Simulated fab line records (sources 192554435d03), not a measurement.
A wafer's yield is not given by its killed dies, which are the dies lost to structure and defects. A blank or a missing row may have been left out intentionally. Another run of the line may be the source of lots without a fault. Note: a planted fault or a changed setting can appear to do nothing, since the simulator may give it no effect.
Matching of chambers + flow n5 finfet + uv cure-02 running N5_BEOL_M9_CURE_71: 3 sister chambers
The step cures SiCOH lowk, time 240 s. 24 wafers are shown with their chamber, then 12 later ones without.

## EACH WAFER AND ITS CHAMBER
| wafer  | chamber | wafer_temp_C_max | lamp power pct (%) |
|--------|---------|------------------|--------------------|
| L077.1 | 0       | 386.5            | 52.27              |
| L077.3 | 0       | 387.1            | 52.35              |
| L077.5 | 0       | 386.8            | 52.35              |
| L077.2 | 0       | 387.7            | 52.25              |
| L077.4 | 0       | 387.2            | 52.38              |
| L077.6 | 0       | 387.9            | 52.24              |
| L074.1 | 1       | 386.8            | 52.24              |
| L074.3 | 1       | 386.5            | 52.27              |
| L074.5 | 1       | 386.9            | 52.30              |
| L082.2 | 2       | 386.4            | 52.31              |
| L082.4 | 2       | 386.8            | 52.32              |
| L082.5 | 2       | 386.4            | 52.33              |
| L083.1 | 1       | 386.7            | 52.39              |
| L083.3 | 1       | 387.1            | 52.38              |
| L083.4 | 1       | 386.9            | 52.29              |
| L084.1 | 1       | 387.3            | 52.30              |
| L084.2 | 1       | 386.5            | 52.21              |
| L084.4 | 1       | 386.5            | 52.31              |
| L085.2 | 2       | 386.2            | 52.29              |
| L085.3 | 2       | 386.6            | 52.36              |
| L085.6 | 2       | 386.1            | 52.20              |
| L088.4 | 0       | 386.6            | 52.35              |
| L088.5 | 0       | 386.8            | 52.32              |
| L088.6 | 0       | 387.3            | 52.27              |

SIGNATURES, as means of the wafers listed above
| reading          | chamber 0 | chamber 1 | chamber 2 | scatter within a chamber |
|------------------|-----------|-----------|-----------|--------------------------|
| wafer_temp_C_max | 387.100   | 386.800   | 386.417   | 0.366                    |
| lamp power pct   | 52.3089   | 52.2989   | 52.3017   | 0.0551                   |
Rule: a wafer's distance from a chamber is the root of the sum, over the readings, of the square of ((its reading less the chamber's mean) divided by the reading's scatter). The wafer belongs to the nearest chamber; if the next one is less than 2 further off, it can't be placed. The scatter: take each reading less its chamber's mean, square it, sum over the shown wafers, divide by the number of wafers less the number of chambers, and take the root.

## WAFERS WITHOUT THEIR CHAMBER
| wafer  | wafer_temp_C_max | lamp power pct (%) |
|--------|------------------|--------------------|
| L090.2 | 387.2            | 52.28              |
| L090.3 | 386.6            | 52.27              |
| L090.5 | 386.8            | 52.36              |
| L095.2 | 387.5            | 52.30              |
| L095.4 | 387.0            | 52.36              |
| L095.5 | 386.8            | 52.28              |
| L097.3 | 386.8            | 52.29              |
| L097.4 | 386.1            | 52.29              |
| L097.6 | 387.0            | 52.33              |
| L096.1 | 386.5            | 52.29              |
| L096.4 | 387.4            | 52.28              |
| L096.6 | 386.8            | 52.25              |

## EACH ONE'S CHAMBER
| wafer  | from the rows above          | in truth |
|--------|------------------------------|----------|
| L090.2 | can't be placed: 0 or 1 or 2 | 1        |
| L090.3 | can't be placed: 1 or 2 or 0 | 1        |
| L090.5 | can't be placed: 1 or 0 or 2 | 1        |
| L095.2 | can't be placed: 0 or 1 or 2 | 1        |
| L095.4 | can't be placed: 0 or 1 or 2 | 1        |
| L095.5 | can't be placed: 1 or 0 or 2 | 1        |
| L097.3 | can't be placed: 1 or 0 or 2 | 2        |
| L097.4 | can't be placed: 2 or 1 or 0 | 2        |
| L097.6 | can't be placed: 0 or 1 or 2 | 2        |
| L096.1 | can't be placed: 2 or 1 or 0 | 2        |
| L096.4 | can't be placed: 0 or 1 or 2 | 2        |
| L096.6 | can't be placed: 1 or 0 or 2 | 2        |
Correct placement for 0 of the 12. Cannot be placed on the basis of these rows: 12; the candidates contain the true chamber in 12. Number placed wrongly: 0.
